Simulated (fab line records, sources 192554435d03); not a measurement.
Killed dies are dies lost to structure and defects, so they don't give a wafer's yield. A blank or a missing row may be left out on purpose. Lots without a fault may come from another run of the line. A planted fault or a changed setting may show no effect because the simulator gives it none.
Chamber matching | flow n5_finfet | N5_BEOL_M13_ETCH_59 on rie_diel-04: 4 sister chambers
The step etches BARC in N2/H2, target depth 89 nm, overetch 26.7 nm, time 67.9 s. 4 wafers are shown with their chamber, then 8 later ones without.

WAFERS WITH THEIR CHAMBER
wafer  | chamber | drypump_motor_current_A (A)
L086.1 | 3       | 5.4
L086.2 | 0       | 6.3
L086.3 | 1       | 5.7
L086.4 | 2       | 5.4

WAFERS WITHOUT THEIR CHAMBER
wafer  | drypump_motor_current_A (A)
L086.5 | 5.4
L086.6 | 5.8
L097.1 | 5.4
L097.2 | 5.4
L097.3 | 6.3
L097.4 | 5.8
L097.5 | 5.4
L097.6 | 6.3

WHICH CHAMBER EACH WENT THROUGH
wafer  | from the rows above     | in truth
L086.5 | can't be placed: 2 or 3 | 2
L086.6 | 1                       | 1
L097.1 | can't be placed: 2 or 3 | 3
L097.2 | can't be placed: 2 or 3 | 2
L097.3 | 0                       | 0
L097.4 | 1                       | 1
L097.5 | can't be placed: 2 or 3 | 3
L097.6 | 0                       | 0
Placed correctly: 4 of 8. Can't be placed from these rows: 4 (the true chamber is among the candidates in 4). Placed wrongly: 0.
How it was worked out, from the rows above alone: a wafer's distance from a chamber is the root of the sum, over the readings, of the square of ((its reading less the chamber's mean) divided by the reading's scatter). The wafer belongs to the nearest chamber; if the next one is less than 2 further off, it can't be placed. A chamber's mean is the mean of its shown wafers. The scatter: with one shown wafer a chamber, the root of the mean of the squares of how far each hidden wafer lies from its nearest shown one.
